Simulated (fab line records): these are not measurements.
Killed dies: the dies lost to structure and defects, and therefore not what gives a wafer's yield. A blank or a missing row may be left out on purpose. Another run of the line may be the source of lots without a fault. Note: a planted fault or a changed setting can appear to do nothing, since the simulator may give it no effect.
Chamber matching | flow nandHarc | 4 sister chambers for NHARC_P_GATE_DESCUM_48 on rieDiel-04
The step chemistry O2, time 3 s. 4 wafers are shown with their chamber, then 10 later ones without.

== WAFERS, EACH WITH ITS CHAMBER ==
wafer  | chamber | rfVppV (V)
L088.5 | 0       | 57.2
L088.6 | 1       | 58.6
L090.1 | 3       | 59.4
L090.2 | 2       | 56.2

== WAFERS WITH NO CHAMBER GIVEN ==
wafer  | rfVppV (V)
L090.3 | 57.9
L092.1 | 57.3
L092.3 | 59.1
L092.5 | 58.4
L094.1 | 57.3
L094.4 | 57.3
L094.5 | 58.1
L097.1 | 56.9
L097.3 | 55.9
L097.4 | 57.4

== WHICH CHAMBER EACH WENT THROUGH ==
wafer  | from the rows above     | in truth
L090.3 | can't be placed: 0 or 1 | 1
L092.1 | 0                       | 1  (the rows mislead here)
L092.3 | can't be placed: 3 or 1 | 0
L092.5 | 1                       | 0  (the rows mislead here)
L094.1 | 0                       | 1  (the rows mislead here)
L094.4 | 0                       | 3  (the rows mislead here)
L094.5 | can't be placed: 1 or 0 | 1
L097.1 | can't be placed: 0 or 2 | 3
L097.3 | 2                       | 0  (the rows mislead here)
L097.4 | 0                       | 0
Correct placement for 1 of the 10. From these rows, 4 cannot be placed; in 2 the true chamber is one of the candidates. Number placed wrongly: 5.
How it was worked out, from the rows above alone: a wafer's distance from a chamber is the root of the sum, over the readings, of the square of ((its reading less the chamber's mean) divided by the reading's scatter). The wafer belongs to the nearest chamber; if the next one is less than 2 further off, it can't be placed. Each chamber's mean is taken over the wafers shown for it. The scatter: root of mean squared gap, hidden wafer to nearest shown wafer, with one shown wafer a chamber.
